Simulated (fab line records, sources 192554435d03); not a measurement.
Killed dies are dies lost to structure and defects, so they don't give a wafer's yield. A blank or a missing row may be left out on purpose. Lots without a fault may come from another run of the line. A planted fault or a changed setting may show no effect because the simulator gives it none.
One fault seen from 2 desks | flow n5_finfet | each desk has only its own numbers; what lay behind them comes last

THE METROLOGY DESK
What the gauges read, lot by lot, whatever tool the lot ran on: means of the sampled wafers that have a number. A lot is out of limits, marked OUT, if its mean lies more than 4 standard deviations from the usual mean; the brackets give that distance. Of its 10 readings 7 are shown: those that lie furthest out on some lot.
Columns: A = DIBL_N at N5_BEOL_M4_RC_MEAS_101, usual 36.6 mV/V; B = DIBL_P at N5_BEOL_M4_RC_MEAS_101, usual 36.7 mV/V; C = IOFF_P at N5_BEOL_M4_RC_MEAS_101, usual 0.208 nA/um; D = ION_N at N5_BEOL_M4_RC_MEAS_101, usual 673 uA/um; E = ION_P at N5_BEOL_M4_RC_MEAS_101, usual 462 uA/um; F = SS_N at N5_BEOL_M4_RC_MEAS_101, usual 71.6 mV/dec; G = SS_P at N5_BEOL_M4_RC_MEAS_101, usual 73.5 mV/dec
lot  | first seen here | A    | B    | C     | D   | E   | F    | G
L485 | day 9 16:10     | 36.5 | 37.9 | 0.206 | 674 | 462 | 72.5 | 73.5
L493 | day 11 18:25    | 36.5 | 38.2 | 0.207 | 672 | 459 | 72.0 | 73.5
L495 | day 12 23:01    | 37.9 | 34.8 | 0.194 | 672 | 458 | 71.5 | 72.8
L490 | day 13 03:19    | 34.9 | 38.0 | 0.191 | 676 | 460 | 71.7 | 73.7
L497 | day 13 18:40    | 35.6 | 35.7 | 0.221 | 672 | 466 | 71.7 | 73.0
L505 | day 16 02:31    | 37.8 | 37.8 | 0.240 | 684 | 470 | 72.0 | 73.7
This desk's finding: nothing out of limits on any of the 6 lots.

THE TOOL OWNER'S DESK: cvd_w-02
The tool's own readings at N5_HKMG_FIN_ALD_72 (deposits W, target thk 2 nm, pulse time 1 s, purge time 2 s): means of the sampled wafers that have a number, for each lot that ran on this tool. A lot is out of limits, marked OUT, if its mean lies more than 4 standard deviations from the usual mean; the brackets give that distance.
Columns: A = heater_power_w at N5_HKMG_FIN_ALD_72, usual 519 W; B = precursor_pulse_height_rel at N5_HKMG_FIN_ALD_72, usual 1.000
lot  | first seen here | A   | B
L490 | day 6 11:52     | 488 | 1.003
L493 | day 6 18:40     | 475 | 0.991
L495 | day 7 03:53     | 488 | 0.997
L497 | day 7 13:40     | 485 | 1.014
This desk's finding: nothing out of limits on any of the 4 lots.

PUT TOGETHER
The metrology desk saw nothing out of limits.
The tool owner's desk saw nothing out of limits.

WHAT THE SIMULATOR HAD PUT IN
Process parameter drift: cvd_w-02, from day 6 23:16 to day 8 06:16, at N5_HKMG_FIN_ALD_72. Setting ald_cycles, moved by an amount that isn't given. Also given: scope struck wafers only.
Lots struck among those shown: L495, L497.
